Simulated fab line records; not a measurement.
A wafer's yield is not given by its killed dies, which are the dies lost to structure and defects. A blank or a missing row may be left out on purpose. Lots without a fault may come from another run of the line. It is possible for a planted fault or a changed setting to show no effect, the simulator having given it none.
Chamber matching + flow nand_harc + ald_hk-03 running NHARC_A_CHANNEL_FILL_D1_ALD_02: 4 sister chambers
The step deposits SiO2, target thk 6 nm, pulse time 10 s, ald cycles 60. 7 wafers are shown with their chamber, then 7 later ones without.

WAFERS WITH THEIR CHAMBER
| wafer  | chamber | heater_power_outer_w (W) | heater_power_w (W) |
|--------|---------|--------------------------|--------------------|
| L074.2 | 1       | 259                      | 441                |
| L081.5 | 0       | 229                      | 430                |
| L091.1 | 3       | 254                      | 456                |
| L091.3 | 2       | 257                      | 482                |
| L091.6 | 3       | 266                      | 463                |
| L093.1 | 0       | 239                      | 436                |
| L093.2 | 2       | 259                      | 463                |

WAFERS WITH NO CHAMBER GIVEN
| wafer  | heater_power_outer_w (W) | heater_power_w (W) |
|--------|--------------------------|--------------------|
| L093.6 | 257                      | 444                |
| L094.1 | 266                      | 472                |
| L094.2 | 261                      | 435                |
| L094.6 | 261                      | 477                |
| L096.2 | 234                      | 423                |
| L096.3 | 266                      | 472                |
| L096.4 | 250                      | 426                |

EACH ONE'S CHAMBER
| wafer  | from the rows above          | in truth |
|--------|------------------------------|----------|
| L093.6 | can't be placed: 1 or 3      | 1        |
| L094.1 | can't be placed: 2 or 3      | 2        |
| L094.2 | 1                            | 1        |
| L094.6 | can't be placed: 2 or 3      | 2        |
| L096.2 | 0                            | 0        |
| L096.3 | can't be placed: 2 or 3      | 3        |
| L096.4 | can't be placed: 1 or 0 or 3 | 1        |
Correctly placed: 2 of 7. Not placeable from these rows: 5 (in 5, the candidates include the true chamber). Placed wrongly: 0.
How it was worked out, from the rows above alone: a wafer's distance from a chamber is the root of the sum, over the readings, of the square of ((its reading less the chamber's mean) divided by the reading's scatter). If the next closest chamber is less than 2 further off than the closest, the wafer can't be placed; otherwise it belongs to the closest. A chamber's mean is the mean of its shown wafers. The scatter: take each reading less its chamber's mean, square it, sum over the shown wafers, divide by the number of wafers less the number of chambers, and take the root.
